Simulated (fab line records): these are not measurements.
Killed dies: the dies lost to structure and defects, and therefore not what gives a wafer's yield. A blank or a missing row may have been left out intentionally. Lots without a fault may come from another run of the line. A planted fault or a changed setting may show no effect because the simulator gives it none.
A single fault, viewed from 2 desks / flow nandHarc / each desk holds nothing but its own numbers, with what lay behind them at the end

THE DEFECT DESK
Per lot, the means of the sampled wafers with a number show what the inspections along the route counted. If a lot's mean is further than 4 standard deviations from the usual mean, the lot is out of limits and carries the mark OUT (the distance appears in the brackets).
Columns: A = rawDefectCount at NHARC_A_DECK1_JOINT_INSPECT_05, usual 310
lot=L834; first seen here=day 12 10:11; A=307
lot=L837; first seen here=day 13 12:07; A=393
lot=L836; first seen here=day 13 12:14; A=326
lot=L838; first seen here=day 14 05:08; A=231
lot=L840; first seen here=day 15 02:07; A=339
lot=L842; first seen here=day 15 23:55; A=155
lot=L843; first seen here=day 16 14:14; A=428
lot=L850; first seen here=day 18 19:04; A=190
lot=L849; first seen here=day 18 19:14; A=315
lot=L851; first seen here=day 19 20:55; A=389
lot=L853; first seen here=day 19 20:55; A=386
lot=L854; first seen here=day 20 19:37; A=260
lot=L855; first seen here=day 20 22:42; A=324
lot=L856; first seen here=day 21 12:07; A=191
lot=L857; first seen here=day 21 12:07; A=283
Finding of this desk: none of the 15 lots has anything out of limits.

DESK OF THE TOOL OWNER: furnace-02
Per lot that ran on this tool, the mean of the sampled wafers carrying a number, from the tool's own readings at NHARC_A_DECK1_JOINT_ANNEAL_29 (time 1800 s). If a lot's mean is further than 4 standard deviations from the usual mean, the lot is out of limits and carries the mark OUT (the distance appears in the brackets).
Columns: A = rampDownCPerMin at NHARC_A_DECK1_JOINT_ANNEAL_29, usual 3.0000; B = rampUpCPerMin at NHARC_A_DECK1_JOINT_ANNEAL_29, usual 10.0000; C = spikeTcLowerC at NHARC_A_DECK1_JOINT_ANNEAL_29, usual 749.7 C; D = spikeTcTopC at NHARC_A_DECK1_JOINT_ANNEAL_29, usual 763.5 C
lot=L834; first seen here=day 12 06:50; A=3.0001; B=10.0028; C=748.8; D=762.1
lot=L836; first seen here=day 13 08:43; A=3.0001; B=10.0001; C=748.4; D=762.9
lot=L837; first seen here=day 13 08:43; A=3.0002; B=9.9997; C=749.9; D=762.2
lot=L840; first seen here=day 14 22:43; A=2.9999; B=10.0000; C=748.9; D=761.4
lot=L843; first seen here=day 16 10:47; A=2.9999; B=10.0001; C=749.6; D=762.1
lot=L853; first seen here=day 19 17:32; A=3.0003; B=10.0004; C=748.5; D=762.3
lot=L855; first seen here=day 20 19:20; A=3.0002; B=9.9991; C=748.6; D=762.2
lot=L856; first seen here=day 21 08:45; A=3.0006; B=10.0001; C=749.2; D=761.4
lot=L857; first seen here=day 21 08:45; A=2.9999; B=10.0011; C=749.7; D=762.0
Finding of this desk: none of the 9 lots has anything out of limits.

PUT TOGETHER
Nothing out of limits was seen by the defect desk.
Nothing out of limits was seen by the tool owner's desk.

WHAT THE SIMULATOR HAD PUT IN
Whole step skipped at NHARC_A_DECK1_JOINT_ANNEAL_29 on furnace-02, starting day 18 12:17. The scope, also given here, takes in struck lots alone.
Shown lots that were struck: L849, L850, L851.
